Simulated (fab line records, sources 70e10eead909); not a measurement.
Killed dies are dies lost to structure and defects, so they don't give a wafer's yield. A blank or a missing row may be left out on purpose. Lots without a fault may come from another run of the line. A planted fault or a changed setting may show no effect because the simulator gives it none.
A struck lot beside a sound one | flow nand_harc | 13 steps out of a route of 1302
Sound: wafers L399.2, L399.3, L399.6. Struck: wafers L405.1, L405.4, L405.5. The cause comes at the end.
At each step with rows: each side's tool, then ch and its chambers, then its first start. Under that, the readings that differ: sound wafers | struck wafers | difference of the means | sigmas: that difference in standard deviations of wafers without a fault.
alike: readings whose means differ by less than 2 such deviations, and words and numbers that are the same on both sides. not compared: withheld readings, readings that some wafer has no value for, bounds like >300 that may hide the same value, and numbers for which the record gives no deviation and whose values overlap.
The two part at a step that has a row with sigmas, a row that says differs or no value, or rows on one side only. Numbers that don't overlap but have no deviation are shown without sigmas and don't part them. A reading that every wafer of one side lacks parts them only if that side has two wafers or more.

first, 1 step without rows for these wafers: NHARC_A_ONON_D1_DEP_19 (target thk 1000 nm).
NHARC_A_ONON_D1_THK_MEAS_21: measures by ellipsometry.
  sound on film_metro-01, day 9 20:38; struck on film_metro-01, day 12 10:56
  alike: thk_nm
then, 1 step without rows for these wafers: NHARC_A_ONON_D1_DEP_22 (target thk 1000 nm).
NHARC_A_ONON_D1_THK_MEAS_24: measures by ellipsometry.
  sound on film_metro-01, day 9 21:13; struck on film_metro-02, day 12 11:29
  alike: thk_nm
then, 1 step without rows for these wafers: NHARC_A_ONON_D1_DEP_25 (target thk 1000 nm).
NHARC_A_ONON_D1_THK_MEAS_27: measures by ellipsometry.
  sound on film_metro-01, day 9 21:46; struck on film_metro-02, day 12 12:04
  reading     | sound       | struck         | difference | sigmas
  thk_nm (nm) | 975 977 977 | 1006 1008 1008 | +31        | +3
then, 1 step without rows for these wafers: NHARC_A_ONON_D1_DEP_28 (target thk 1000 nm).
NHARC_A_ONON_D1_THK_MEAS_30: measures by ellipsometry.
  sound on film_metro-01, day 9 22:20; struck on film_metro-01, day 12 12:38
  alike: thk_nm
NHARC_A_ONON_D1_DEP_33: deposits SiO2, target thk 200 nm.
  sound on pecvd-02 ch 0,1, day 9 22:26; struck on pecvd-03 ch 0,1,2, day 12 12:41
  alike: chamber_pressure_Torr, heater_power_w, throttle_valve_pct
NHARC_A_ONON_D1_THK_MEAS_34: measures by ellipsometry.
  sound on film_metro-01, day 9 22:48; struck on film_metro-01, day 12 13:06
  alike: thk_nm
NHARC_A_ONON_D1_INSPECT_32:
  sound on defect_inspect-01, day 9 22:52; struck on defect_inspect-01, day 12 13:10
  alike: raw_defect_count
NHARC_A_CHANNEL_HOLE_D1_DEP_00: deposits aC, target thk 3100 nm.
  sound on acl_dep-02 ch 0, day 10 02:42; struck on acl_dep-03 ch 0, day 12 17:15
  alike: throttle_valve_pct
NHARC_A_CHANNEL_HOLE_D1_DEP_01: deposits SiON, target thk 140 nm.
  sound on pecvd-04 ch 0,1,2, day 10 04:20; struck on pecvd-03 ch 0,1,2, day 12 19:22
  alike: chamber_pressure_Torr, heater_power_w

WHERE THEY PART
Only at NHARC_A_ONON_D1_THK_MEAS_27, within this record. Later steps at which nothing parts them and some readings are alike: NHARC_A_ONON_D1_THK_MEAS_30, NHARC_A_ONON_D1_DEP_33, NHARC_A_ONON_D1_THK_MEAS_34, NHARC_A_ONON_D1_INSPECT_32, NHARC_A_CHANNEL_HOLE_D1_DEP_00, NHARC_A_CHANNEL_HOLE_D1_DEP_01.

WHY: what the simulator had put in
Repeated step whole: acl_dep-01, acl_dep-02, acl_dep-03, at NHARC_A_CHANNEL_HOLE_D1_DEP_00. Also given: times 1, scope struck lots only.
